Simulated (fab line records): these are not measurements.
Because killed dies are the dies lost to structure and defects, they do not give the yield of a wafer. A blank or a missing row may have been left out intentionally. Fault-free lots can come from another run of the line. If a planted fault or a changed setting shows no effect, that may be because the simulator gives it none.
Chamber matching + flow nand-harc + 4 sister chambers for NHARC_A_BLC_CMP_25 on cmp-03
The step polishes, t overpolish 30 s, target thk 150 nm. 4 wafers are shown with their chamber, then 10 later ones without.

== WAFERS WITH THEIR CHAMBER ==
| wafer  | chamber | motor-current-A (A) |
|--------|---------|---------------------|
| L080.4 | 2       | 10.1                |
| L079.1 | 3       | 10.0                |
| L085.3 | 0       | 10.9                |
| L085.5 | 1       | 12.5                |

== WAFERS MISSING THEIR CHAMBER ==
| wafer  | motor-current-A (A) |
|--------|---------------------|
| L085.6 | 9.4                 |
| L088.2 | 13.0                |
| L088.3 | 11.1                |
| L088.5 | 11.2                |
| L091.2 | 10.8                |
| L091.4 | 12.5                |
| L091.5 | 10.4                |
| L093.1 | 10.0                |
| L093.2 | 10.6                |
| L093.4 | 12.2                |

== THE CHAMBER EACH PASSED THROUGH ==
| wafer  | from the rows above          | in truth |
|--------|------------------------------|----------|
| L085.6 | can't be placed: 3 or 2      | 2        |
| L088.2 | 1                            | 1        |
| L088.3 | 0                            | 0        |
| L088.5 | 0                            | 0        |
| L091.2 | can't be placed: 0 or 2      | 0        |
| L091.4 | 1                            | 1        |
| L091.5 | can't be placed: 2 or 3 or 0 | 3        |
| L093.1 | can't be placed: 3 or 2      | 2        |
| L093.2 | can't be placed: 0 or 2 or 3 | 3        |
| L093.4 | 1                            | 1        |
5 of 10 placed correctly. Unplaceable from these rows: 5, with the true chamber sitting among the candidates in 5. 0 placed wrongly.
How it was worked out, from the rows above alone: a wafer's distance from a chamber is the root of the sum, over the readings, of the square of ((its reading less the chamber's mean) divided by the reading's scatter). The wafer belongs to the nearest chamber; if the next one is less than 2 further off, it can't be placed. For every chamber, the mean is computed from those of its wafers that are shown. The scatter: with one shown wafer a chamber, the root of the mean of the squares of how far each hidden wafer lies from its nearest shown one.
